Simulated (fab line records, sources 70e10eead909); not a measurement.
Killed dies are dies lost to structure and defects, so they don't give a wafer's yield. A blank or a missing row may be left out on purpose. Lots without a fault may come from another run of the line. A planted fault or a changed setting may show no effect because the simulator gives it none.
Chamber matching | flow nand_harc | NHARC_A_STAIRCASE_DEP_156 on pecvd-01: 3 sister chambers
The step deposits SiNx, target thk 50 nm. 6 wafers are shown with their chamber, then 9 later ones without.

WAFERS WITH THEIR CHAMBER
wafer  | chamber | heater_power_w (W)
L086.2 | 2       | 826
L087.3 | 2       | 901
L087.6 | 1       | 718
L089.2 | 0       | 714
L089.4 | 0       | 735
L089.5 | 1       | 732

WAFERS WITHOUT THEIR CHAMBER
wafer  | heater_power_w (W)
L091.1 | 715
L091.3 | 769
L091.6 | 743
L094.3 | 601
L094.5 | 889
L094.6 | 619
L095.2 | 748
L095.3 | 697
L095.5 | 740

WHICH CHAMBER EACH WENT THROUGH
wafer  | from the rows above          | in truth
L091.1 | can't be placed: 0 or 1      | 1
L091.3 | can't be placed: 1 or 0 or 2 | 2
L091.6 | can't be placed: 1 or 0      | 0
L094.3 | can't be placed: 0 or 1      | 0
L094.5 | 2                            | 2
L094.6 | can't be placed: 0 or 1      | 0
L095.2 | can't be placed: 1 or 0      | 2
L095.3 | can't be placed: 0 or 1      | 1
L095.5 | can't be placed: 1 or 0      | 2
Placed correctly: 1 of 9. Can't be placed from these rows: 8 (the true chamber is among the candidates in 6). Placed wrongly: 0.
How it was worked out, from the rows above alone: a wafer's distance from a chamber is the root of the sum, over the readings, of the square of ((its reading less the chamber's mean) divided by the reading's scatter). The wafer belongs to the nearest chamber; if the next one is less than 2 further off, it can't be placed. A chamber's mean is the mean of its shown wafers. The scatter: the root of (the sum of the squares of (reading less its chamber's mean) over the shown wafers, divided by (wafers less chambers)).
